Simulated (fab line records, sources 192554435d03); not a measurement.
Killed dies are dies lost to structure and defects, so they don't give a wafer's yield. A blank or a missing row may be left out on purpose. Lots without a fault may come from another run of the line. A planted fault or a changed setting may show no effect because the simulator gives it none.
A struck lot beside a sound one | flow n5_finfet | 14 steps out of a route of 1938
Sound: wafers L179.1, L179.5, L179.6. Struck: wafers L176.1, L176.5, L176.6. The cause comes at the end.
At each step with rows: each side's tool, then ch and its chambers, then its first start. Under that, the readings that differ: sound wafers | struck wafers | difference of the means | sigmas: that difference in standard deviations of wafers without a fault.
alike: readings whose means differ by less than 2 such deviations, and words and numbers that are the same on both sides. not compared: withheld readings, readings that some wafer has no value for, bounds like >300 that may hide the same value, and numbers for which the record gives no deviation and whose values overlap.
The two part at a step that has a row with sigmas, a row that says differs or no value, or rows on one side only. Numbers that don't overlap but have no deviation are shown without sigmas and don't part them. A reading that every wafer of one side lacks parts them only if that side has two wafers or more.

first, 1 step without rows for these wafers: N5_BEOL_M3_STRIP_75 (strips in N2/H2).
N5_BEOL_M3_STRIP_66: strips in CF4.
  sound on rie_diel-04 ch 0,1, day 11 06:09; struck on rie_diel-04 ch 0,1,2, day 10 21:17
  alike: bias_power_w, drypump_motor_current_A, oes_product_au, rf_vpp_V, showerhead_plenum_p_Torr, throttle_valve_pct
  not compared: rf_hours_counter_h
N5_BEOL_M3_HM_OPEN_17: chemistry Cl2/BCl3, target TiN, target depth 20 nm, overetch 6 nm.
  sound on rie_metal-02 ch 0,1, day 11 06:11; struck on rie_metal-01 ch 0,1, day 10 21:19
  reading               | sound          | struck         | difference | sigmas
  oes_product_au (a.u.) | 0.62 0.64 0.63 | 0.81 0.76 0.82 | +0.17      | +2
  alike: drypump_motor_current_A, throttle_valve_pct
  not compared: rf_hours_counter_h
N5_BEOL_M3_STRIP_19: strips in O2.
  sound on rie_diel-06 ch 1,2,3, day 11 06:19; struck on rie_diel-03 ch 0,2, day 10 21:29
  alike: drypump_motor_current_A, oes_product_au, rf_vpp_V, showerhead_plenum_p_Torr, throttle_valve_pct
  not compared: rf_hours_counter_h
N5_BEOL_M3_CD_MEAS_18: pitch 36 nm, target cd 18 nm.
  sound on cd_sem-01, day 11 06:23; struck on cd_sem-02, day 10 21:34
  alike: cd_nm
then, 7 steps without rows for these wafers: N5_BEOL_M3_COAT_67 (time 60 s, resist thk 60 nm); N5_BEOL_M3_COAT_68 (time 60 s, resist thk 12 nm); N5_BEOL_M3_COAT_76 (time 60 s, resist thk 5 nm); N5_BEOL_M3_COAT_22 (resist thk 30 nm); N5_BEOL_M3_EBR_24; N5_BEOL_M3_SOFTBAKE_23 (time 60 s); N5_BEOL_M3_EXPOSE_25 (exposes mask V2, defocus 5 nm).
N5_BEOL_M3_PEB_26: peb time 60 s.
  sound on litho_track-02 ch 0, day 11 06:45; struck on litho_track-04, day 10 21:49
  no value came back on the struck wafers for chill_plate_temp_C (C), exhaust_pa (Pa), peb_time_s (s), plate_temp_C (C); on the sound wafers chill_plate_temp_C (C) reads 23.07 22.93 23.12
then, 1 step without rows for these wafers: N5_BEOL_M3_DEVELOP_27 (develop time 30 s).

WHERE THEY PART
First at N5_BEOL_M3_HM_OPEN_17; last, within this record, at N5_BEOL_M3_PEB_26.

WHY: what the simulator had put in
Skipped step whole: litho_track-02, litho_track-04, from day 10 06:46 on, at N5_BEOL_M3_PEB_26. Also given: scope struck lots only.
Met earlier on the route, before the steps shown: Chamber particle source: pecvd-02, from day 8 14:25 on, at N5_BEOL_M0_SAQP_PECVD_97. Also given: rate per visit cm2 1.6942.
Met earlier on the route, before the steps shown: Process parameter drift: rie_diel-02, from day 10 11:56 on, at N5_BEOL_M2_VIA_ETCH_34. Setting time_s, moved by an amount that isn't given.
